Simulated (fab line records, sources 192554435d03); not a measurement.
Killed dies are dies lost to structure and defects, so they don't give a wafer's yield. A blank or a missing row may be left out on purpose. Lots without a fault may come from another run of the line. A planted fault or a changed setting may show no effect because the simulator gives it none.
Chamber matching | flow n5_finfet | N5_BEOL_M9_ETCH_65 on rie_diel-05: 4 sister chambers
The step etches SiARC in CF4, target depth 15.6 nm, time 26 s. 18 wafers are shown with their chamber, then 9 later ones without.

WAFERS WITH THEIR CHAMBER
wafer  | chamber | oes_product_au (a.u.) | throttle_valve_pct (%) | showerhead_plenum_p_Torr (Torr)
L075.3 | 0       | 0.73                  | 15.39                  | 2.09
L075.4 | 3       | 0.65                  | 15.67                  | 2.06
L075.5 | 3       | 0.65                  | 15.69                  | 2.06
L076.2 | 2       | 0.60                  | 15.75                  | 2.04
L076.4 | 3       | 0.65                  | 15.68                  | 2.06
L076.6 | 2       | 0.60                  | 15.75                  | 2.04
L078.1 | 2       | 0.60                  | 15.78                  | 2.04
L078.3 | 3       | 0.64                  | 15.69                  | 2.06
L078.6 | 2       | 0.59                  | 15.79                  | 2.04
L082.1 | 1       | 0.79                  | 15.44                  | 2.10
L082.4 | 0       | 0.72                  | 15.43                  | 2.09
L082.6 | 3       | 0.64                  | 15.70                  | 2.05
L085.2 | 1       | 0.78                  | 15.46                  | 2.10
L085.4 | 3       | 0.64                  | 15.72                  | 2.05
L085.6 | 0       | 0.72                  | 15.45                  | 2.08
L091.4 | 1       | 0.77                  | 15.48                  | 2.09
L091.5 | 1       | 0.77                  | 15.49                  | 2.09
L091.6 | 2       | 0.58                  | 15.82                  | 2.03

SIGNATURES (means of the wafers above)
reading                  | chamber 0 | chamber 1 | chamber 2 | chamber 3 | scatter within a chamber
oes_product_au           | 0.7233    | 0.7775    | 0.5940    | 0.6450    | 0.00761
throttle_valve_pct       | 15.4233   | 15.4675   | 15.7780   | 15.6917   | 0.0244
showerhead_plenum_p_Torr | 2.0867    | 2.0950    | 2.0380    | 2.0567    | 0.00521
Rule: a wafer's distance from a chamber is the root of the sum, over the readings, of the square of ((its reading less the chamber's mean) divided by the reading's scatter). The wafer belongs to the nearest chamber; if the next one is less than 2 further off, it can't be placed. The scatter: the root of (the sum of the squares of (reading less its chamber's mean) over the shown wafers, divided by (wafers less chambers)).

WAFERS WITHOUT THEIR CHAMBER
wafer  | oes_product_au (a.u.) | throttle_valve_pct (%) | showerhead_plenum_p_Torr (Torr)
L093.1 | 0.69                  | 15.47                  | 2.08
L093.4 | 0.74                  | 15.52                  | 2.09
L093.5 | 0.75                  | 15.48                  | 2.09
L094.2 | 0.62                  | 15.75                  | 2.05
L094.3 | 0.74                  | 15.49                  | 2.09
L094.4 | 0.58                  | 15.83                  | 2.03
L097.1 | 0.69                  | 15.48                  | 2.08
L097.4 | 0.58                  | 15.83                  | 2.03
L097.5 | 0.62                  | 15.75                  | 2.05

WHICH CHAMBER EACH WENT THROUGH
wafer  | from the rows above     | in truth
L093.1 | 0                       | 0
L093.4 | can't be placed: 0 or 1 | 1
L093.5 | can't be placed: 1 or 0 | 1
L094.2 | can't be placed: 3 or 2 | 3
L094.3 | can't be placed: 0 or 1 | 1
L094.4 | 2                       | 2
L097.1 | 0                       | 0
L097.4 | 2                       | 2
L097.5 | can't be placed: 3 or 2 | 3
Placed correctly: 4 of 9. Can't be placed from these rows: 5 (the true chamber is among the candidates in 5). Placed wrongly: 0.
